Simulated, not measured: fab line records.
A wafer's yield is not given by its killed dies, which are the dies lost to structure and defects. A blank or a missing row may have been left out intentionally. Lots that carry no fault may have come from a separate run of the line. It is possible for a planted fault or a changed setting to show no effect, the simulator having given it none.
Chamber matching || flow nand_harc || NHARC_A_CHANNEL_FILL_D2_ALD_25 on ald_hk-01: 4 sister chambers
The step deposits SiOx, target thk 60 nm, pulse time 10 s, ald cycles 600. 8 wafers are shown with their chamber, then 9 later ones without.

## WAFERS PAIRED WITH THEIR CHAMBERS
{"wafer": "L082.1", "chamber": 0, "heater_power_w (W)": 433, "precursor_pulse_height_rel": 1.004}
{"wafer": "L086.1", "chamber": 2, "heater_power_w (W)": 437, "precursor_pulse_height_rel": 1.040}
{"wafer": "L086.3", "chamber": 1, "heater_power_w (W)": 506, "precursor_pulse_height_rel": 0.970}
{"wafer": "L088.1", "chamber": 1, "heater_power_w (W)": 516, "precursor_pulse_height_rel": 0.992}
{"wafer": "L088.5", "chamber": 0, "heater_power_w (W)": 453, "precursor_pulse_height_rel": 1.021}
{"wafer": "L089.4", "chamber": 3, "heater_power_w (W)": 398, "precursor_pulse_height_rel": 1.057}
{"wafer": "L089.5", "chamber": 3, "heater_power_w (W)": 389, "precursor_pulse_height_rel": 0.992}
{"wafer": "L089.6", "chamber": 2, "heater_power_w (W)": 455, "precursor_pulse_height_rel": 0.994}

## WAFERS WHOSE CHAMBER IS MISSING
{"wafer": "L092.1", "heater_power_w (W)": 388, "precursor_pulse_height_rel": 1.031}
{"wafer": "L092.2", "heater_power_w (W)": 440, "precursor_pulse_height_rel": 1.002}
{"wafer": "L092.6", "heater_power_w (W)": 398, "precursor_pulse_height_rel": 1.001}
{"wafer": "L094.4", "heater_power_w (W)": 441, "precursor_pulse_height_rel": 1.015}
{"wafer": "L094.5", "heater_power_w (W)": 396, "precursor_pulse_height_rel": 1.020}
{"wafer": "L094.6", "heater_power_w (W)": 446, "precursor_pulse_height_rel": 1.011}
{"wafer": "L095.2", "heater_power_w (W)": 456, "precursor_pulse_height_rel": 1.043}
{"wafer": "L095.3", "heater_power_w (W)": 510, "precursor_pulse_height_rel": 1.023}
{"wafer": "L095.6", "heater_power_w (W)": 439, "precursor_pulse_height_rel": 1.009}

## THE CHAMBER EACH PASSED THROUGH
{"wafer": "L092.1", "from the rows above": 3, "in truth": 3}
{"wafer": "L092.2", "from the rows above": "can't be placed: 0 or 2", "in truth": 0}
{"wafer": "L092.6", "from the rows above": 3, "in truth": 3}
{"wafer": "L094.4", "from the rows above": "can't be placed: 0 or 2", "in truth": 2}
{"wafer": "L094.5", "from the rows above": 3, "in truth": 3}
{"wafer": "L094.6", "from the rows above": "can't be placed: 2 or 0", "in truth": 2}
{"wafer": "L095.2", "from the rows above": "can't be placed: 2 or 0", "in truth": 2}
{"wafer": "L095.3", "from the rows above": 1, "in truth": 1}
{"wafer": "L095.6", "from the rows above": "can't be placed: 0 or 2", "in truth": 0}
Placed correctly: 4 of 9. These rows do not allow placing 5 (true chamber among the candidates in 5). 0 placed wrongly.
How it was worked out, from the rows above alone: a wafer's distance from a chamber is the root of the sum, over the readings, of the square of ((its reading less the chamber's mean) divided by the reading's scatter). The wafer belongs to the nearest chamber; if the next one is less than 2 further off, it can't be placed. For every chamber, the mean is computed from those of its wafers that are shown. How the scatter is found: for the shown wafers, subtract from each reading the mean of its chamber, square and add these, divide the total by (wafers less chambers), then take the root.
